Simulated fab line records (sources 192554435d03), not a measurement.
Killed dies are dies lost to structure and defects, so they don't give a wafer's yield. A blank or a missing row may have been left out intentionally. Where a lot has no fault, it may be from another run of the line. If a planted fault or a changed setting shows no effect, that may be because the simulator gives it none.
Split-lot study	flow n5-finfet	route with 1938 steps; 7 lots, 21 wafers read

## ABOUT THE SPLIT
At N5_BEOL_M8_ETCH_62 (etches SOC in N2/H2, target depth 110 nm, overetch 22 nm, time 165 s), the setting bias-w was moved away from the recipe's 150 W on 9 of the 21 wafers read, by -12.3% to +15.1%. This setting was run at the recipe's value on the other wafers.

The reading is taken at the split's own step.

## THE READING
rf-vpp-V, in V, at N5_BEOL_M8_ETCH_62 (etches SOC in N2/H2, target depth 110 nm, overetch 22 nm, time 165 s). Fault-free wafers of this fab line usually give 524.0 V, standard deviation 1.7 V.

wafer	tool, chamber at the split	bias-w as run, W	against the recipe	rf-vpp-V, V	against lot-mates on the recipe
L077.4	rie-diel-04, 1	150	recipe	524.3	-
L077.5	rie-diel-04, 0	160.8	+7.2%	546.1	+22.1
L077.6	rie-diel-04, 1	150	recipe	523.6	-
L081.1	rie-diel-04, 0	150	recipe	522.3	-
L081.5	rie-diel-04, 3	131.6	-12.3%	484.6	-37.7
L081.6	rie-diel-04, 0	131.6	-12.3%	481.0	-41.3
L083.3	rie-diel-01, 2	150	recipe	520.0	-
L083.4	rie-diel-01, 2	161.1	+7.4%	544.2	+21.8
L083.6	rie-diel-01, 1	150	recipe	524.9	-
L084.4	rie-diel-04, 3	150	recipe	525.5	-
L084.5	rie-diel-04, 0	150	recipe	522.1	-
L084.6	rie-diel-04, 1	150	recipe	524.3	-
L088.2	rie-diel-02, 3	150	recipe	523.2	-
L088.5	rie-diel-02, 0	150	recipe	525.7	-
L088.6	rie-diel-02, 3	139.3	-7.1%	499.1	-25.4
L093.2	rie-diel-02, 2	150	recipe	526.6	-
L093.3	rie-diel-02, 0	139.9	-6.7%	503.0	-23.6
L093.5	rie-diel-02, 1	139.9	-6.7%	501.7	-24.9
L097.2	rie-diel-01, 1	150	recipe	523.9	-
L097.4	rie-diel-01, 2	172.7	+15.1%	569.0	+45.1
L097.5	rie-diel-01, 1	172.7	+15.1%	571.5	+47.6

THE FIT
A straight line over all 21 wafers: rf-vpp-V changes by +3.17 V for each +1% of bias-w; r = +1.00; the points scatter about the line by 1.9 V.
The same after taking each lot's own level away (the mean of its wafers on the recipe; 21 wafers): +3.18 V for each +1%; r = +1.00; scatter 1.7 V.
The reading moves by 48 V for the largest change in bias-w, on that fit.
Across the lots, their own levels run from 522.30 to 526.60 V, a range of 2.5 times the standard deviation given above.
Hence the lot-to-lot level has little effect on the slope; both slopes agree.
Check: for one of the wafers moved furthest among these (+15.1%), held out of the fit, the line's prediction against its lot-mates is +48.2 V. Against them it came out at +45.1 V.
Tool readings at the split's step, against how far the setting was moved: rf-vpp-V r = +1.00.

## THESE WAFERS: OTHER SPLITS
These wafers also went through other splits before the reading. Each is held against what the fit with the lots' levels taken away leaves over:
other split on the same wafers	wafers away from the commonest value	r with rf-vpp-V (lot level and that fit taken away)
N5_BEOL_M4_TRENCH_ETCH_37 source-w	5	-0.30
N5_BEOL_M5_COAT_65 spin-rpm	7	-0.30
N5_BEOL_M5_COAT_66 spin-rpm	3	+0.25
N5_BEOL_M6_EXPOSE_25 dose-mj	7	-0.15
N5_BEOL_M6_VIA_ETCH_34 time-s	9	-0.37
N5_BEOL_M8_PECVD_70 temp-c	5	-0.19

## THE WHOLE CHAIN: every reading that the file lists as answering this split, in the file's order
step	what it does	reading	change (the file's fit)	r (the file's)
N5_BEOL_M8_ETCH_62	etches SOC in N2/H2, target depth 110 nm, overetch 22 nm, time 165 s	rf-vpp-V	+3.18 V for each +1% of the setting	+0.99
N5_BEOL_M8_ETCH_62	etches SOC in N2/H2, target depth 110 nm, overetch 22 nm, time 165 s	SiARC_of_BEOL_M8_COAT_60.thk-nm (the simulator's own value, which no gauge read)	-0.0673 nm for each +1% of the setting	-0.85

## FILE'S OWN FIT
rf-vpp-V changes by +3.18 V for each +1% of bias-w, r = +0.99.
